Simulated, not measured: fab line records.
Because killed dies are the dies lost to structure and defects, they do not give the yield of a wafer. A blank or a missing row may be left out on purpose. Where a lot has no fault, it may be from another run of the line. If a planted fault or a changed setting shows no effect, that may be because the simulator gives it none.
Which tool did it? -- flow n5_finfet -- 21 wafers sampled from 8 lots at 1 step of a route of 1938

## WHAT EACH GAUGE READ, for each wafer
N5_PMOS_HMC_CHANNEL_EPI_THK_MEAS_22.
lot,measured,on,HMC_CMP_THK (nm)
L631,day 2 14:44,film_metro-01,53.9 53.3 54.1
L633,day 3 01:45,film_metro-02,53.9 54.1 54.0
L639,day 4 14:44,film_metro-02,55.0 55.2
L640,day 4 19:49,film_metro-02,54.7 53.3
L642,day 5 08:26,film_metro-02,54.6 54.5
L648,day 6 20:46,film_metro-01,54.7 53.8 54.4
L649,day 7 03:08,film_metro-02,53.8 54.2 53.9
L651,day 7 14:28,film_metro-01,53.7 53.8 54.1

## WHICH TOOL RAN EACH LOT (tool, then ch and the chambers of the sampled wafers, then the start)
The record holds no process step before these readings.

## THE ANSWER, worked out from the rows above alone
Rule: the lots themselves supply what counts as usual. Put in order of their means at a reading, lots are off if they are a third of the lots or fewer, leave a main group of 4 or more, and stand apart from it by a gap of 3 or more times the standard deviation of the main group's means; of several such gaps the widest counts. A main group whose means are all the same, to the digits that the tables above print for the reading, isn't used. A lot without any number at a reading at which 4 lots or more have one is off too. The other lots that the step has rows for count as sound.
No lot is off on any of the readings shown, so nothing can be concluded from this.

## WHAT THE SIMULATOR HAD INSERTED
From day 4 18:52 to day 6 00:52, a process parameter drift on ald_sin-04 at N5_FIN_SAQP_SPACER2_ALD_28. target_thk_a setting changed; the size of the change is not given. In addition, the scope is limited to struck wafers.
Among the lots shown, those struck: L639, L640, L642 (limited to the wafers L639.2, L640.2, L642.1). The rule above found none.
